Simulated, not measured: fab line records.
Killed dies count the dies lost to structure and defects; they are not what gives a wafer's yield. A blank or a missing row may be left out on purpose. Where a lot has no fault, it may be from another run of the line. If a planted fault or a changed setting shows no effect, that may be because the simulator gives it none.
Which tool did it? || flow n5Finfet || 10 lots, 30 wafers sampled, at 2 steps of a route of 1938

== WHAT EACH GAUGE READ, for each wafer ==
N5_BEOL_M9_CD_MEAS_28: the cd target is 70 nm.
{"lot": "L573", "measured": "day 11 15:49", "on": "cdSem-02", "cdNm (nm)": "70.21 70.23 69.82"}
{"lot": "L576", "measured": "day 12 05:37", "on": "cdSem-01", "cdNm (nm)": "69.84 69.96 70.05"}
{"lot": "L578", "measured": "day 12 22:43", "on": "cdSem-02", "cdNm (nm)": "69.88 69.86 70.21"}
{"lot": "L579", "measured": "day 13 06:56", "on": "cdSem-01", "cdNm (nm)": "70.10 70.11 70.18"}
{"lot": "L582", "measured": "day 13 15:42", "on": "cdSem-03", "cdNm (nm)": "69.96 69.73 69.91"}
{"lot": "L583", "measured": "day 14 08:12", "on": "cdSem-03", "cdNm (nm)": "69.82 70.06 70.13"}
{"lot": "L586", "measured": "day 15 07:57", "on": "cdSem-02", "cdNm (nm)": "70.02 69.85 69.96"}
{"lot": "L588", "measured": "day 15 23:17", "on": "cdSem-03", "cdNm (nm)": "67.35 67.70 67.57"}
{"lot": "L591", "measured": "day 16 21:23", "on": "cdSem-01", "cdNm (nm)": "69.89 69.70 70.02"}
{"lot": "L593", "measured": "day 16 23:32", "on": "cdSem-01", "cdNm (nm)": "68.06 67.99 68.66"}

== WHICH TOOL RAN EACH LOT (tool, then ch and the chambers of the sampled wafers, then the start) ==
{"lot": "L573", "N5_BEOL_M9_EXPOSE_25": "euvScanner-01 ch 0, day 11 15:41"}
{"lot": "L576", "N5_BEOL_M9_EXPOSE_25": "euvScanner-01 ch 0, day 12 05:29"}
{"lot": "L578", "N5_BEOL_M9_EXPOSE_25": "euvScanner-02 ch 0, day 12 22:35"}
{"lot": "L579", "N5_BEOL_M9_EXPOSE_25": "euvScanner-01 ch 0, day 13 06:49"}
{"lot": "L582", "N5_BEOL_M9_EXPOSE_25": "euvScanner-01 ch 0, day 13 15:34"}
{"lot": "L583", "N5_BEOL_M9_EXPOSE_25": "euvScanner-01 ch 0, day 14 08:05"}
{"lot": "L586", "N5_BEOL_M9_EXPOSE_25": "euvScanner-02 ch 0, day 15 07:50"}
{"lot": "L588", "N5_BEOL_M9_EXPOSE_25": "euvScanner-01 ch 0, day 15 23:10"}
{"lot": "L591", "N5_BEOL_M9_EXPOSE_25": "euvScanner-02 ch 0, day 16 21:15"}
{"lot": "L593", "N5_BEOL_M9_EXPOSE_25": "euvScanner-01 ch 0, day 16 23:26"}
- N5_BEOL_M9_EXPOSE_25: exposes mask V8.

== THE ANSWER, worked out from the rows above alone ==
Rule: what is usual is taken from the lots themselves. Put in order of their means at a reading, lots are off if they are a third of the lots or fewer, leave a main group of 4 or more, and stand apart from it by a gap of 3 or more times the standard deviation of the main group's means; of several such gaps the widest counts. A main group whose means are all the same, to the digits that the tables above print for the reading, isn't used. A lot without any number at a reading at which 4 lots or more have one is off too. All remaining lots with rows at the step are treated as sound.
Off: L588, L593, at N5_BEOL_M9_CD_MEAS_28 (cdNm). For the main group the mean is 69.98 nm and the standard deviation 0.088.
A tool fits if, at a process step before that reading, it ran every lot that is off, and no sound lot after the first of them. Gauges at N5_BEOL_M9_CD_MEAS_28: tried the same way as those tools. One candidate fits, namely euvScanner-01 at N5_BEOL_M9_EXPOSE_25. A fault onset in the window from L583 (day 14 08:05, its last sound lot) to L588 (day 15 23:10, its first lot off) fits.

== WHAT THE SIMULATOR HAD PUT IN ==
Drift in process parameters on euvScanner-01 at N5_BEOL_M9_EXPOSE_25, starting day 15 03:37. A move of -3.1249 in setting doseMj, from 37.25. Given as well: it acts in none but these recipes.
Shown lots that were struck: L588, L593. The rule above reached the same finding.
